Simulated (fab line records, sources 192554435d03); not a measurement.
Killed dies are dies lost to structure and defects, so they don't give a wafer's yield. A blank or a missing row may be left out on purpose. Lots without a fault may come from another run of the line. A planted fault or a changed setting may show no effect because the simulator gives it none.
Chamber matching | flow n5_finfet | N5_HKMG_FIN_ETCH_31 on rie_diel-02: 4 sister chambers
The step etches SiARC in CF4, target depth 45.5 nm, time 75.8 s. 4 wafers are shown with their chamber, then 9 later ones without.

WAFERS WITH THEIR CHAMBER
wafer  | chamber | drypump_motor_current_A (A)
L088.5 | 1       | 6.0
L089.1 | 0       | 5.7
L089.4 | 3       | 5.8
L089.6 | 2       | 5.3

WAFERS WITHOUT THEIR CHAMBER
wafer  | drypump_motor_current_A (A)
L091.2 | 6.0
L091.5 | 5.6
L091.6 | 5.8
L094.1 | 5.3
L094.4 | 5.7
L094.5 | 5.3
L097.2 | 5.7
L097.3 | 6.0
L097.5 | 5.3

WHICH CHAMBER EACH WENT THROUGH
wafer  | from the rows above | in truth
L091.2 | 1                   | 1
L091.5 | 0                   | 0
L091.6 | 3                   | 3
L094.1 | 2                   | 2
L094.4 | 0                   | 0
L094.5 | 2                   | 2
L097.2 | 0                   | 0
L097.3 | 1                   | 1
L097.5 | 2                   | 2
Placed correctly: 9 of 9. Can't be placed from these rows: 0. Placed wrongly: 0.
How it was worked out, from the rows above alone: a wafer's distance from a chamber is the root of the sum, over the readings, of the square of ((its reading less the chamber's mean) divided by the reading's scatter). The wafer belongs to the nearest chamber; if the next one is less than 2 further off, it can't be placed. A chamber's mean is the mean of its shown wafers. The scatter: with one shown wafer a chamber, the root of the mean of the squares of how far each hidden wafer lies from its nearest shown one.
